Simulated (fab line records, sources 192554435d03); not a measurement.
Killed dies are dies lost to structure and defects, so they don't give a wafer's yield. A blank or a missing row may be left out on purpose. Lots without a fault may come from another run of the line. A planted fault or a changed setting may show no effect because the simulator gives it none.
Split-lot experiment | flow n5_finfet | 7 lots, 21 wafers read, on a route of 1938 steps

THE SPLIT
At N5_GATE_CUT_HM_DEP_46 (deposits SiO2 from TEOS/O2, target thk 130 nm, time 26.6 s), the setting time_s was moved away from the recipe's 26.6 s on 6 of the 21 wafers read, by -14.9% to +14.0%. The other wafers ran this setting at the recipe's value.

The reading is taken at the split's own step.

THE READING
SiO2_of_GATE_CUT_HM_DEP_46.thk_nm (the simulator's own value, which no gauge read), in nm, at N5_GATE_CUT_HM_DEP_46 (deposits SiO2 from TEOS/O2, target thk 130 nm, time 26.6 s). The file gives no usual value for it. The 15 wafers here that ran the recipe average 129.3 nm, standard deviation 1.5 nm.

wafer  | tool, chamber at the split | time_s as run, s | against the recipe | SiO2_of_GATE_CUT_HM_DEP_46.thk_nm, nm | against lot-mates on the recipe
L074.3 | pecvd-04, 0                | 26.6             | recipe             | 127.2                                 | -
L074.4 | pecvd-04, 2                | 26.6             | recipe             | 128.6                                 | -
L074.5 | pecvd-04, 0                | 26.6             | recipe             | 128                                   | -
L075.1 | pecvd-02, 1                | 26.6             | recipe             | 127.2                                 | -
L075.2 | pecvd-02, 2                | 26.6             | recipe             | 128.4                                 | -
L075.3 | pecvd-02, 0                | 26.6             | recipe             | 129.4                                 | -
L082.2 | pecvd-02, 0                | 26.6             | recipe             | 130                                   | -
L082.4 | pecvd-02, 0                | 26.6             | recipe             | 130.8                                 | -
L082.6 | pecvd-02, 1                | 28.49            | +7.1%              | 139.6                                 | +9.2
L089.1 | pecvd-01, 0                | 26.6             | recipe             | 128.2                                 | -
L089.3 | pecvd-01, 1                | 26.6             | recipe             | 130.2                                 | -
L089.4 | pecvd-01, 0                | 30.32            | +14.0%             | 147.8                                 | +18.6
L093.3 | pecvd-01, 0                | 28.58            | +7.4%              | 138.4                                 | +7.2
L093.4 | pecvd-01, 1                | 26.6             | recipe             | 131.8                                 | -
L093.6 | pecvd-01, 0                | 26.6             | recipe             | 130.6                                 | -
L094.2 | pecvd-01, 0                | 26.6             | recipe             | 129.6                                 | -
L094.3 | pecvd-01, 1                | 22.64            | -14.9%             | 111                                   | -19.8
L094.4 | pecvd-01, 2                | 26.6             | recipe             | 132                                   | -
L096.2 | pecvd-01, 1                | 26.6             | recipe             | 127.6                                 | -
L096.4 | pecvd-01, 0                | 28.94            | +8.8%              | 140                                   | +12.4
L096.5 | pecvd-01, 1                | 28.94            | +8.8%              | 142.8                                 | +15.2

THE FIT
A straight line over all 21 wafers: SiO2_of_GATE_CUT_HM_DEP_46.thk_nm changes by +1.3 nm for each +1% of time_s; r = +0.98; the points scatter about the line by 1.5 nm.
The same after taking each lot's own level away (the mean of its wafers on the recipe; 21 wafers): +1.35 nm for each +1%; r = +0.99; scatter 1.2 nm.
On that fit, the largest move of time_s shifts the reading by 20 nm.
The lots' own levels span 127.60 to 131.20 nm, that is 2.4 times the standard deviation above.
So the lot-to-lot level changes the slope little: the two slopes agree.
Check: with one of the wafers moved furthest among these (-14.9%) left out of the fit, the line predicts -20.3 nm for it against its lot-mates. It came out at -19.8 nm against them.

OTHER SPLITS ON THESE WAFERS
These wafers also went through other splits before the reading. Each is held against what the fit with the lots' levels taken away leaves over:
other split on the same wafers | wafers away from the commonest value | r with SiO2_of_GATE_CUT_HM_DEP_46.thk_nm (lot level and that fit taken away)
N5_SD_EPI_N_PRECLEAN_49 temp_c | 7                                    | +0.00
N5_ILD0_CMP_03 down_force_psi  | 9                                    | -0.10
N5_SDB_COAT_05 spin_rpm        | 5                                    | -0.34
N5_HKMG_FIN_ETCH_55 bias_w     | 3                                    | -0.14
N5_HKMG_FIN_EXPOSE_09 dose_mj  | 10                                   | -0.04

THE FILE'S OWN FIT
SiO2_of_GATE_CUT_HM_DEP_46.thk_nm changes by +1.32 nm for each +1% of time_s, r = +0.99.
